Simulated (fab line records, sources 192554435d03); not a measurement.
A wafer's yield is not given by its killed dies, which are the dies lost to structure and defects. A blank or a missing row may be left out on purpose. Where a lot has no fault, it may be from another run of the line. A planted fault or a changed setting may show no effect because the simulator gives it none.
Split-lot trial ; flow n5Finfet ; 21 wafers read across 7 lots, on a route 1938 steps long

ON THE SPLIT
At N5_SD_EPI_P_COAT_34 (time 60 s, resist thk 350 nm), the setting spinRpm was moved away from the recipe's 1500 rpm on 7 of the 21 wafers read, by -5.6% to +5.5%. The other wafers ran this setting at the recipe's value.

The reading is taken at the split's own step.

THE READING
SOC_of_SD_EPI_P_COAT_34.thkNm (the simulator's own value, which no gauge read), in nm, at N5_SD_EPI_P_COAT_34 (time 60 s, resist thk 350 nm). No usual value for it is given in the file. The 14 wafers here that ran the recipe average 349.5 nm, standard deviation 1 nm.

wafer;tool, chamber at the split;spinRpm as run, rpm;against the recipe;SOC_of_SD_EPI_P_COAT_34.thkNm, nm;against lot-mates on the recipe
L074.3;lithoTrack-03, 0;1500;recipe;350;-
L074.5;lithoTrack-03, 0;1500;recipe;351;-
L074.6;lithoTrack-03, 0;1500;recipe;350.4;-
L078.1;lithoTrack-03, 0;1416;-5.6%;360.8;+11.0
L078.2;lithoTrack-03, 0;1416;-5.6%;360;+10.2
L078.4;lithoTrack-03, 0;1500;recipe;349.8;-
L082.4;lithoTrack-02, 0;1582;+5.5%;339;-9.2
L082.5;lithoTrack-02, 0;1500;recipe;348.2;-
L082.6;lithoTrack-02, 0;1582;+5.5%;337.4;-10.8
L084.1;lithoTrack-04, 0;1580;+5.3%;342;-8.2
L084.4;lithoTrack-04, 0;1580;+5.3%;341.4;-8.8
L084.6;lithoTrack-04, 0;1500;recipe;350.2;-
L089.1;lithoTrack-02, 0;1500;recipe;348.4;-
L089.4;lithoTrack-02, 0;1500;recipe;347.6;-
L089.5;lithoTrack-02, 0;1500;recipe;348.8;-
L092.2;lithoTrack-04, 0;1500;recipe;350.6;-
L092.6;lithoTrack-04, 0;1500;recipe;350.6;-
L092.3;lithoTrack-04, 0;1500;recipe;348.6;-
L097.1;lithoTrack-03, 0;1500;recipe;349;-
L097.3;lithoTrack-03, 0;1500;recipe;349.2;-
L097.6;lithoTrack-03, 0;1444;-3.7%;356.2;+7.1

FIT RESULTS
A straight line over all 21 wafers: SOC_of_SD_EPI_P_COAT_34.thkNm changes by -1.83 nm for each +1% of spinRpm; r = -0.98; the points scatter about the line by 1.2 nm.
The same after taking each lot's own level away (the mean of its wafers on the recipe; 21 wafers): -1.79 nm for each +1%; r = -0.99; scatter 0.66 nm.
That fit puts the effect of the largest move of spinRpm on the reading at 10 nm.
The span of the lots' own levels, 348.20 to 350.47 nm, comes to 2.2 times the standard deviation stated above.
The two slopes are in agreement: the lot-to-lot level therefore moves the slope only a little.
Check: for one of the wafers moved furthest among these (-5.6%), held out of the fit, the line's prediction against its lot-mates is +9.94 nm. It came out at +11 nm against them.

OTHER SPLITS ON THESE WAFERS
Note: prior to the reading, these wafers also went through further splits. Each is held against what the fit with the lots' levels taken away leaves over:
other split on the same wafers;wafers away from the commonest value;r with SOC_of_SD_EPI_P_COAT_34.thkNm (lot level and that fit taken away)
N5_ZERO_LAYER_COAT_05 spinRpm;6;+0.17
N5_ZERO_LAYER_DEVELOP_10 developTimeS;8;-0.13
N5_FIN_SAQP_PEB_14 pebTimeS;9;-0.07
N5_FIN_CUT_EXPOSE_05 doseMj;7;+0.27
N5_DUMMY_GATE_COAT_28 spinRpm;10;-0.14
N5_SD_EPI_N_EPI_21 epiGrowthTimeS;6;-0.18

FILE'S OWN FIT
SOC_of_SD_EPI_P_COAT_34.thkNm changes by -1.79 nm for each +1% of spinRpm, r = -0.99.
